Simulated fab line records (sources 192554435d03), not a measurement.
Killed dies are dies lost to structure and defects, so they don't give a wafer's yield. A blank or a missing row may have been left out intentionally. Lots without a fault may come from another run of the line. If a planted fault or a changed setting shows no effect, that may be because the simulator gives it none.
The tool behind it: which one? / flow n5Finfet / at 1 step of a route of 1938, 24 lots with 72 wafers sampled

WHAT THE GAUGES READ, wafer by wafer
N5_BEOL_M6_RS_MEAS_57: a four-point-probe measurement. Usual: M6_RS 0.283 ohm/sq, standard deviation 0.009.
lot=L074; measured=day 9 02:58; on=filmMetro-02; M6_RS (ohm/sq)=0.301 0.295 0.292; flag=
lot=L075; measured=day 9 19:31; on=filmMetro-01; M6_RS (ohm/sq)=0.282 0.291 0.298; flag=
lot=L076; measured=day 10 16:52; on=filmMetro-01; M6_RS (ohm/sq)=0.271 0.271 0.295; flag=
lot=L079; measured=day 10 18:03; on=filmMetro-01; M6_RS (ohm/sq)=0.292 0.287 0.296; flag=
lot=L077; measured=day 10 18:28; on=filmMetro-01; M6_RS (ohm/sq)=0.292 0.273 0.298; flag=
lot=L078; measured=day 11 12:30; on=filmMetro-02; M6_RS (ohm/sq)=0.272 0.266 0.267; flag=
lot=L082; measured=day 11 20:24; on=filmMetro-02; M6_RS (ohm/sq)=0.283 0.286 0.275; flag=
lot=L081; measured=day 11 20:55; on=filmMetro-02; M6_RS (ohm/sq)=0.291 0.283 0.296; flag=
lot=L080; measured=day 11 21:34; on=filmMetro-01; M6_RS (ohm/sq)=0.279 0.279 0.276; flag=
lot=L084; measured=day 12 05:41; on=filmMetro-02; M6_RS (ohm/sq)=0.281 0.288 0.275; flag=
lot=L083; measured=day 12 05:58; on=filmMetro-01; M6_RS (ohm/sq)=0.279 0.268 0.280; flag=
lot=L087; measured=day 12 06:46; on=filmMetro-01; M6_RS (ohm/sq)=0.279 0.273 0.277; flag=
lot=L085; measured=day 12 11:16; on=filmMetro-01; M6_RS (ohm/sq)=0.297 0.280 0.296; flag=
lot=L086; measured=day 12 21:38; on=filmMetro-02; M6_RS (ohm/sq)=0.273 0.273 0.280; flag=
lot=L088; measured=day 13 12:35; on=filmMetro-02; M6_RS (ohm/sq)=0.288 0.281 0.272; flag=
lot=L091; measured=day 13 19:14; on=filmMetro-02; M6_RS (ohm/sq)=0.280 0.305 0.278; flag=
lot=L089; measured=day 13 19:32; on=filmMetro-01; M6_RS (ohm/sq)=0.285 0.282 0.282; flag=
lot=L092; measured=day 14 19:47; on=filmMetro-02; M6_RS (ohm/sq)=0.296 0.282 0.298; flag=
lot=L094; measured=day 14 20:29; on=filmMetro-02; M6_RS (ohm/sq)=0.279 0.292 0.283; flag=
lot=L093; measured=day 15 01:58; on=filmMetro-01; M6_RS (ohm/sq)=0.270 0.285 0.284; flag=
lot=L090; measured=day 15 02:29; on=filmMetro-01; M6_RS (ohm/sq)=0.272 0.278 0.278; flag=
lot=L095; measured=day 15 02:31; on=filmMetro-02; M6_RS (ohm/sq)=0.274 0.280 0.288; flag=
lot=L096; measured=day 15 13:13; on=filmMetro-01; M6_RS (ohm/sq)=0.283 0.279 0.293; flag=
lot=L097; measured=day 16 03:52; on=filmMetro-01; M6_RS (ohm/sq)=0.282 0.274 0.276; flag=

EACH LOT AND THE TOOL THAT RAN IT (in order: tool; ch and the chambers of the sampled wafers; start)
Record: no process step prior to these readings.

WHAT THE TOOLS THEMSELVES READ (means of the sampled wafers that have a number; where no wafer has one, the mark that the record gives instead)
The record holds no such reading with a usual standard deviation.

THE ANSWER, worked out from the rows above alone
Rule: a lot counts as off when the mean over its wafers that have a number is more than 3 standard deviations away from the usual mean. A lot without any number at a reading at which 4 lots or more have one is off too. Where the step has rows for the other lots, those lots are counted as sound. After the gauges, taken in route order, come the tools' own readings; for these a lot's mean is taken, as printed above. At the first step where some lot is off, the reading lying furthest off is the one used; lots without a number count as furthest.
No lot is off on any of the readings shown, so nothing can be concluded from this.

WHAT THE SIMULATOR PUT IN
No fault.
